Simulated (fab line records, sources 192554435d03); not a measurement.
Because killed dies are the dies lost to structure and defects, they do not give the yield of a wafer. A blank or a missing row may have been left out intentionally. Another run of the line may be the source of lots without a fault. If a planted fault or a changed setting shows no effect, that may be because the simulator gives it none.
Which of the tools did it? ; flow n5-finfet ; 12 lots, 36 wafers sampled, at 2 steps of a route of 1938

WHAT EACH GAUGE READ, for each wafer
N5_START_INSPECT_01: inspects for defects (unpatterned scan).
lot;measured;on;raw-defect-count
L884;day 1 18:02;defect-inspect-01;5 9 6
L885;day 2 00:02;defect-inspect-02;4 6 7
L886;day 2 06:02;defect-inspect-02;5 6 6
L888;day 2 18:02;defect-inspect-02;10 4 4
L889;day 3 00:02;defect-inspect-01;4 3 9
L890;day 3 06:02;defect-inspect-02;12 8 7
L896;day 4 18:02;defect-inspect-02;7 8 11
L901;day 6 00:02;defect-inspect-02;6 6 8
L902;day 6 06:02;defect-inspect-02;6 5 9
L903;day 6 12:02;defect-inspect-02;6 4 5
L904;day 6 18:02;defect-inspect-02;6 8 3
L905;day 7 00:02;defect-inspect-02;5 4 4

N5_WELL_APT_OVL_MEAS_09.
lot;measured;on;NWELL_OVL (nm)
L884;day 1 19:44;overlay-01;-7 -2 -4
L885;day 2 01:47;overlay-01;-3 5 -1
L886;day 2 08:16;overlay-01;-1 -4 1
L888;day 2 20:34;overlay-02;-9 2 -7
L889;day 3 01:38;overlay-01;-6 2 -11
L890;day 3 07:58;overlay-02;8 5 3
L896;day 4 20:05;overlay-02;4 -3 -3
L901;day 6 01:50;overlay-01;4 10 11
L902;day 6 07:50;overlay-01;2 -6 -3
L903;day 6 13:54;overlay-01;1 -5 -4
L904;day 6 20:56;overlay-02;-4 0 5
L905;day 7 01:38;overlay-02;-4 -10 -9

WHAT TOOL EACH LOT RAN ON (gives the tool, then ch and the chambers of the sampled wafers, and finally the start)
Record: no process step prior to these readings.

AS READ BY THE TOOLS THEMSELVES (means over the sampled wafers that have a number; for cases with no such wafer, the mark the record gives instead)
The record holds no such reading with a usual standard deviation.

THE ANSWER, worked out from the rows above alone
Rule: the lots themselves supply what counts as usual. Put in order of their means at a reading, lots are off if they are a third of the lots or fewer, leave a main group of 4 or more, and stand apart from it by a gap of 3 or more times the standard deviation of the main group's means; of several such gaps the widest counts. The tables above print the reading to a certain number of digits; a main group whose means all agree to those digits is not used. A lot without any number at a reading at which 4 lots or more have one is off too. Where the step has rows for the other lots, those lots are counted as sound. After the gauges, taken in route order, come the tools' own readings; for these a lot's mean is taken, as printed above. The first step at which some lot is off is used, and at that step the reading that is off furthest; a lot without a number counts as furthest.
Nothing can be told from this: no lot is off at any reading shown.

WHAT WAS PUT IN BY THE SIMULATOR
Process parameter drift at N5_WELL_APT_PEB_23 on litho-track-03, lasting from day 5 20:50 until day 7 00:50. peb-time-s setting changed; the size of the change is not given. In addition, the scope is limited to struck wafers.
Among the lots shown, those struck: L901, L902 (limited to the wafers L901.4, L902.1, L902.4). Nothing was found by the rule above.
